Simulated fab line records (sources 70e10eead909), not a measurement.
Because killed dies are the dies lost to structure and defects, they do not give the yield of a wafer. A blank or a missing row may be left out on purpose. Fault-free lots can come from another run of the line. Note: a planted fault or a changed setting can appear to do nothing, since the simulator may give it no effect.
Chamber matching / flow nand-harc / rie-diel-05 running NHARC_A_M1_DESCUM_14: 4 sister chambers
The step chemistry O2, time 3 s. 4 wafers are shown with their chamber, then 8 later ones without.

WAFERS PAIRED WITH THEIR CHAMBERS
wafer=L471.1; chamber=2; drypump-motor-current-A (A)=5.82
wafer=L473.4; chamber=1; drypump-motor-current-A (A)=6.02
wafer=L474.5; chamber=3; drypump-motor-current-A (A)=5.79
wafer=L477.1; chamber=0; drypump-motor-current-A (A)=5.99

WAFERS MISSING THEIR CHAMBER
wafer=L477.4; drypump-motor-current-A (A)=5.77
wafer=L477.5; drypump-motor-current-A (A)=5.77
wafer=L480.2; drypump-motor-current-A (A)=5.79
wafer=L480.3; drypump-motor-current-A (A)=6.02
wafer=L480.6; drypump-motor-current-A (A)=5.83
wafer=L487.4; drypump-motor-current-A (A)=5.82
wafer=L487.5; drypump-motor-current-A (A)=6.02
wafer=L487.6; drypump-motor-current-A (A)=5.83

THE CHAMBER EACH PASSED THROUGH
wafer=L477.4; from the rows above=3; in truth=3
wafer=L477.5; from the rows above=3; in truth=3
wafer=L480.2; from the rows above=3; in truth=3
wafer=L480.3; from the rows above=1; in truth=1
wafer=L480.6; from the rows above=2; in truth=2
wafer=L487.4; from the rows above=2; in truth=2
wafer=L487.5; from the rows above=1; in truth=1
wafer=L487.6; from the rows above=2; in truth=2
Placed correctly: 8 of 8. From these rows, 0 cannot be placed. 0 placed wrongly.
How it was worked out, from the rows above alone: a wafer's distance from a chamber is the root of the sum, over the readings, of the square of ((its reading less the chamber's mean) divided by the reading's scatter). The wafer belongs to the nearest chamber; if the next one is less than 2 further off, it can't be placed. The mean given for a chamber averages the wafers shown for that chamber. The scatter: with one shown wafer a chamber, the root of the mean of the squares of how far each hidden wafer lies from its nearest shown one.
